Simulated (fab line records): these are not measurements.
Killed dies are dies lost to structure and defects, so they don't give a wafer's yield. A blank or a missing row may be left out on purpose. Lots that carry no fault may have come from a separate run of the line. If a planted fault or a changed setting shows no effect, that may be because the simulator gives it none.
Problem report in the 8D (eight disciplines) form, filled by code + flow n5Finfet + the parts of the form that need people (team, actions taken, sign-off) are left out

1. WHAT IS WRONG
spinSpeedRpm at N5_BEOL_M3_COAT_61 reads a mean of 1565.8 rpm on 6 wafers of 2 lots; wafers without a fault read 1499.8 rpm with a standard deviation of 0.85. That is +78 standard deviations from the usual mean.
The step: time 60 s, resist thk 60 nm.
Seen first at day 11 01:46 on lithoTrack-03, wafer L494.3. The record has a number at this step for 33 wafers belonging to 11 lots. Rule for "out" (also "out of limits"): further than 4 standard deviations from the usual mean. All remaining wafers that have a number are taken as sound.

2. WHAT IT IS, WHAT IT ISN'T
| question                    | is                     | is not                                                                                            |
|-----------------------------|------------------------|---------------------------------------------------------------------------------------------------|
| which readings at this step | spinSpeedRpm           | -                                                                                                 |
| which lots                  | L494, L495             | L486, L487, L488, L493, L496, L503, L504, L505, L506                                              |
| which wafers of those lots  | all that have a number | -                                                                                                 |
| read on which tools         | lithoTrack-03          | lithoTrack-01, lithoTrack-04                                                                      |
| when                        | from day 11 01:46      | up to then (9 sound wafers); but 18 sound wafers of L488, L496, L503, L504, L505, L506 came after |

3. SUSPECTS, AND WHAT RULES EACH OUT
Counting: a tool at any process step up to the reading remains a suspect when it ran all the lots that are out and ran no sound lot after the first of those.
- cvdCo-02 at N5_BEOL_M2_CO_CAP_55 (material Co, precursor CCTBA/H2, target thk 2 nm, time 102.1 s): ruled out as a lasting fault. Sound lots L496, L504, L488, L506, L503 ran on it after its first lot that is out, L494 (day 11 01:13).
- lithoTrack-03 at N5_BEOL_M3_COAT_61 (time 60 s, resist thk 60 nm): ruled out as a lasting fault. Sound lots L505 ran on it after its first lot that is out, L494 (day 11 01:46).
Left after counting: nothing in the record.

4. THE CAUSE (what the simulator had put in)
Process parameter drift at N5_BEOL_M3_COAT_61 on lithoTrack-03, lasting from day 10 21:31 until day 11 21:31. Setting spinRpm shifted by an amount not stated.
Counting ruled it out, wrongly.

5. THE CHAIN OF EFFECTS, in route order
Each row: a reading whose mean over the struck wafers that have a number lies more than 3 standard deviations from the usual. Readings are gone through only where the record gives a usual standard deviation; hours: the median, over the lots, of the time from a lot's start at the first step in this table giving one to that lot's start at this step; sigmas: the change measured in usual standard deviations.
| hours | step               | reading      | usual      | on struck wafers | change | sigmas |
|-------|--------------------|--------------|------------|------------------|--------|--------|
| 0     | N5_BEOL_M3_COAT_61 | spinSpeedRpm | 1499.8 rpm | 1565.8           | +66.0  | +78    |
Process steps it contains:
- N5_BEOL_M3_COAT_61: time 60 s, resist thk 60 nm.
Later measuring or inspecting steps at which every struck wafer that the step has a row for has a number for every such reading, and none has moved that far: N5_BEOL_M4_RC_MEAS_101.

6. WHAT WOULD HAVE CAUGHT IT SOONER
The fault began at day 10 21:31; the first out-of-limits reading in this record came at day 11 01:46, 4 hours later.
